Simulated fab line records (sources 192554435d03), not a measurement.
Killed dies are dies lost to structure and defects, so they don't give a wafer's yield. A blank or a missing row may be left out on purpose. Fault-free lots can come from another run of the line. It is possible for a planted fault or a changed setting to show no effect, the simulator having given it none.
Split-lot trial :: flow n5 finfet :: on a route of 1938 steps: 7 lots, 39 wafers read

SPLIT DETAILS
At N5_MOL_CONTACT_COAG_ALD_27 (deposits SiOC, target thk 17 nm, pulse time 1.5 s, time 2720 s), the setting ald cycles was moved away from the recipe's 340 on 15 of the 39 wafers read, by -12.1% to +15.9%. This setting was run at the recipe's value on the other wafers.

The reading is taken at the split's own step.

THE READING
SiOC_of_MOL_CONTACT_COAG_ALD_27.thk nm (the simulator's own value, which no gauge read), in nm, at N5_MOL_CONTACT_COAG_ALD_27 (deposits SiOC, target thk 17 nm, pulse time 1.5 s, time 2720 s). The file does not state a usual value for it. The 24 wafers here that ran the recipe average 16.9 nm, standard deviation 0.11 nm.

wafer: L076.1
tool, chamber at the split: ald sin-04, 0,1,2
ald cycles as run: 340
against the recipe: recipe
SiOC_of_MOL_CONTACT_COAG_ALD_27.thk nm, nm: 17
against lot-mates on the recipe: -

wafer: L076.2
tool, chamber at the split: ald sin-04, 0,1,2
ald cycles as run: 340
against the recipe: recipe
SiOC_of_MOL_CONTACT_COAG_ALD_27.thk nm, nm: 17
against lot-mates on the recipe: -

wafer: L076.4
tool, chamber at the split: ald sin-04, 0,1,2
ald cycles as run: 340
against the recipe: recipe
SiOC_of_MOL_CONTACT_COAG_ALD_27.thk nm, nm: 17
against lot-mates on the recipe: -

wafer: L076.3
tool, chamber at the split: ald sin-04, 3
ald cycles as run: 394
against the recipe: +15.9%
SiOC_of_MOL_CONTACT_COAG_ALD_27.thk nm, nm: 19.8
against lot-mates on the recipe: +2.8

wafer: L076.5
tool, chamber at the split: ald sin-04, 3
ald cycles as run: 394
against the recipe: +15.9%
SiOC_of_MOL_CONTACT_COAG_ALD_27.thk nm, nm: 19.8
against lot-mates on the recipe: +2.8

wafer: L076.6
tool, chamber at the split: ald sin-04, 2
ald cycles as run: 394
against the recipe: +15.9%
SiOC_of_MOL_CONTACT_COAG_ALD_27.thk nm, nm: 19.6
against lot-mates on the recipe: +2.6

wafer: L077.1
tool, chamber at the split: ald sin-02, 1
ald cycles as run: 340
against the recipe: recipe
SiOC_of_MOL_CONTACT_COAG_ALD_27.thk nm, nm: 16.8
against lot-mates on the recipe: -

wafer: L077.2
tool, chamber at the split: ald sin-02, 3
ald cycles as run: 383
against the recipe: +12.6%
SiOC_of_MOL_CONTACT_COAG_ALD_27.thk nm, nm: 19
against lot-mates on the recipe: +2.0

wafer: L077.6
tool, chamber at the split: ald sin-02, 3
ald cycles as run: 383
against the recipe: +12.6%
SiOC_of_MOL_CONTACT_COAG_ALD_27.thk nm, nm: 19
against lot-mates on the recipe: +2.0

wafer: L077.3
tool, chamber at the split: ald sin-02, 0
ald cycles as run: 383
against the recipe: +12.6%
SiOC_of_MOL_CONTACT_COAG_ALD_27.thk nm, nm: 19.2
against lot-mates on the recipe: +2.2

wafer: L077.4
tool, chamber at the split: ald sin-02, 2
ald cycles as run: 340
against the recipe: recipe
SiOC_of_MOL_CONTACT_COAG_ALD_27.thk nm, nm: 17
against lot-mates on the recipe: -

wafer: L077.5
tool, chamber at the split: ald sin-02, 0
ald cycles as run: 340
against the recipe: recipe
SiOC_of_MOL_CONTACT_COAG_ALD_27.thk nm, nm: 17.2
against lot-mates on the recipe: -

wafer: L079.1
tool, chamber at the split: ald sin-04, 0,1,2
ald cycles as run: 340
against the recipe: recipe
SiOC_of_MOL_CONTACT_COAG_ALD_27.thk nm, nm: 17
against lot-mates on the recipe: -

wafer: L079.2
tool, chamber at the split: ald sin-04, 0,1,2
ald cycles as run: 340
against the recipe: recipe
SiOC_of_MOL_CONTACT_COAG_ALD_27.thk nm, nm: 17
against lot-mates on the recipe: -

wafer: L079.4
tool, chamber at the split: ald sin-04, 0,1,2
ald cycles as run: 340
against the recipe: recipe
SiOC_of_MOL_CONTACT_COAG_ALD_27.thk nm, nm: 17
against lot-mates on the recipe: -

wafer: L079.3
tool, chamber at the split: ald sin-04, 3
ald cycles as run: 366
against the recipe: +7.6%
SiOC_of_MOL_CONTACT_COAG_ALD_27.thk nm, nm: 18.4
against lot-mates on the recipe: +1.4

wafer: L079.6
tool, chamber at the split: ald sin-04, 3
ald cycles as run: 366
against the recipe: +7.6%
SiOC_of_MOL_CONTACT_COAG_ALD_27.thk nm, nm: 18.4
against lot-mates on the recipe: +1.4

wafer: L079.5
tool, chamber at the split: ald sin-04, 2
ald cycles as run: 366
against the recipe: +7.6%
SiOC_of_MOL_CONTACT_COAG_ALD_27.thk nm, nm: 18.2
against lot-mates on the recipe: +1.2

wafer: L080.1
tool, chamber at the split: ald sin-04, 3
ald cycles as run: 340
against the recipe: recipe
SiOC_of_MOL_CONTACT_COAG_ALD_27.thk nm, nm: 17
against lot-mates on the recipe: -

wafer: L080.2
tool, chamber at the split: ald sin-04, 2,1
ald cycles as run: 340
against the recipe: recipe
SiOC_of_MOL_CONTACT_COAG_ALD_27.thk nm, nm: 16.8
against lot-mates on the recipe: -

wafer: L080.4
tool, chamber at the split: ald sin-04, 2,1
ald cycles as run: 340
against the recipe: recipe
SiOC_of_MOL_CONTACT_COAG_ALD_27.thk nm, nm: 16.8
against lot-mates on the recipe: -

wafer: L080.3
tool, chamber at the split: ald sin-04, 0
ald cycles as run: 372
against the recipe: +9.4%
SiOC_of_MOL_CONTACT_COAG_ALD_27.thk nm, nm: 18.6
against lot-mates on the recipe: +1.7

wafer: L080.5
tool, chamber at the split: ald sin-04, 0,1
ald cycles as run: 372
against the recipe: +9.4%
SiOC_of_MOL_CONTACT_COAG_ALD_27.thk nm, nm: 18.4
against lot-mates on the recipe: +1.5

wafer: L080.6
tool, chamber at the split: ald sin-04, 0,1
ald cycles as run: 372
against the recipe: +9.4%
SiOC_of_MOL_CONTACT_COAG_ALD_27.thk nm, nm: 18.4
against lot-mates on the recipe: +1.5

wafer: L090.2
tool, chamber at the split: ald sin-03, 2,3,3
ald cycles as run: 340
against the recipe: recipe
SiOC_of_MOL_CONTACT_COAG_ALD_27.thk nm, nm: 17
against lot-mates on the recipe: -

wafer: L090.3
tool, chamber at the split: ald sin-03, 2,3,3
ald cycles as run: 340
against the recipe: recipe
SiOC_of_MOL_CONTACT_COAG_ALD_27.thk nm, nm: 17
against lot-mates on the recipe: -

wafer: L090.5
tool, chamber at the split: ald sin-03, 2,3,3
ald cycles as run: 340
against the recipe: recipe
SiOC_of_MOL_CONTACT_COAG_ALD_27.thk nm, nm: 17
against lot-mates on the recipe: -

wafer: L092.1
tool, chamber at the split: ald sin-03, 2,0
ald cycles as run: 340
against the recipe: recipe
SiOC_of_MOL_CONTACT_COAG_ALD_27.thk nm, nm: 17
against lot-mates on the recipe: -

wafer: L092.4
tool, chamber at the split: ald sin-03, 2,0
ald cycles as run: 340
against the recipe: recipe
SiOC_of_MOL_CONTACT_COAG_ALD_27.thk nm, nm: 17
against lot-mates on the recipe: -

wafer: L092.2
tool, chamber at the split: ald sin-03, 3,1,0,1
ald cycles as run: 340
against the recipe: recipe
SiOC_of_MOL_CONTACT_COAG_ALD_27.thk nm, nm: 16.8
against lot-mates on the recipe: -

wafer: L092.3
tool, chamber at the split: ald sin-03, 3,1,0,1
ald cycles as run: 340
against the recipe: recipe
SiOC_of_MOL_CONTACT_COAG_ALD_27.thk nm, nm: 16.8
against lot-mates on the recipe: -

wafer: L092.5
tool, chamber at the split: ald sin-03, 3,1,0,1
ald cycles as run: 340
against the recipe: recipe
SiOC_of_MOL_CONTACT_COAG_ALD_27.thk nm, nm: 16.8
against lot-mates on the recipe: -

wafer: L092.6
tool, chamber at the split: ald sin-03, 3,1,0,1
ald cycles as run: 340
against the recipe: recipe
SiOC_of_MOL_CONTACT_COAG_ALD_27.thk nm, nm: 16.8
against lot-mates on the recipe: -

wafer: L093.1
tool, chamber at the split: ald sin-02, 0,3,0
ald cycles as run: 299
against the recipe: -12.1%
SiOC_of_MOL_CONTACT_COAG_ALD_27.thk nm, nm: 15
against lot-mates on the recipe: -1.9

wafer: L093.2
tool, chamber at the split: ald sin-02, 0,3,0
ald cycles as run: 299
against the recipe: -12.1%
SiOC_of_MOL_CONTACT_COAG_ALD_27.thk nm, nm: 15
against lot-mates on the recipe: -1.9

wafer: L093.5
tool, chamber at the split: ald sin-02, 0,3,0
ald cycles as run: 299
against the recipe: -12.1%
SiOC_of_MOL_CONTACT_COAG_ALD_27.thk nm, nm: 15
against lot-mates on the recipe: -1.9

wafer: L093.3
tool, chamber at the split: ald sin-02, 1
ald cycles as run: 340
against the recipe: recipe
SiOC_of_MOL_CONTACT_COAG_ALD_27.thk nm, nm: 17
against lot-mates on the recipe: -

wafer: L093.6
tool, chamber at the split: ald sin-02, 1
ald cycles as run: 340
against the recipe: recipe
SiOC_of_MOL_CONTACT_COAG_ALD_27.thk nm, nm: 17
against lot-mates on the recipe: -

wafer: L093.4
tool, chamber at the split: ald sin-02, 2
ald cycles as run: 340
against the recipe: recipe
SiOC_of_MOL_CONTACT_COAG_ALD_27.thk nm, nm: 16.8
against lot-mates on the recipe: -
If several chambers appear in one row, that row covers several wafers at once and the file leaves open which wafer was in which chamber.

FIT RESULTS
A straight line over all 39 wafers: SiOC_of_MOL_CONTACT_COAG_ALD_27.thk nm changes by +0.169 nm for each +1% of ald cycles; r = +1.00; the points scatter about the line by 0.11 nm.
The same after taking each lot's own level away (the mean of its wafers on the recipe; 39 wafers): +0.167 nm for each +1%; r = +1.00; scatter 0.096 nm.
Per that fit: largest ald cycles move, reading shift of 2.7 nm.
The span of the lots' own levels, 16.87 to 17.00 nm, comes to 1.2 times the standard deviation stated above.
So the lot-to-lot level changes the slope little: the two slopes agree.
Check: +2.65 nm against its lot-mates is what the line predicts for one of the wafers moved furthest among these (+15.9%) when that wafer is left out of the fit. It came out at +2.8 nm against them.

THE OTHER SPLITS THESE WAFERS WENT THROUGH
Other splits were also applied to these wafers ahead of the reading. Each is held against what the fit with the lots' levels taken away leaves over:
other split on the same wafers: N5_DUMMY_GATE_ETCH_42 bias w
wafers away from the commonest value: 15
r with SiOC_of_MOL_CONTACT_COAG_ALD_27.thk nm (lot level and that fit taken away): -0.17

other split on the same wafers: N5_HKMG_FIN_ETCH_58 source w
wafers away from the commonest value: 12
r with SiOC_of_MOL_CONTACT_COAG_ALD_27.thk nm (lot level and that fit taken away): +0.16

THE FILE'S OWN FIT
SiOC_of_MOL_CONTACT_COAG_ALD_27.thk nm changes by +0.168 nm for each +1% of ald cycles, r = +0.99.
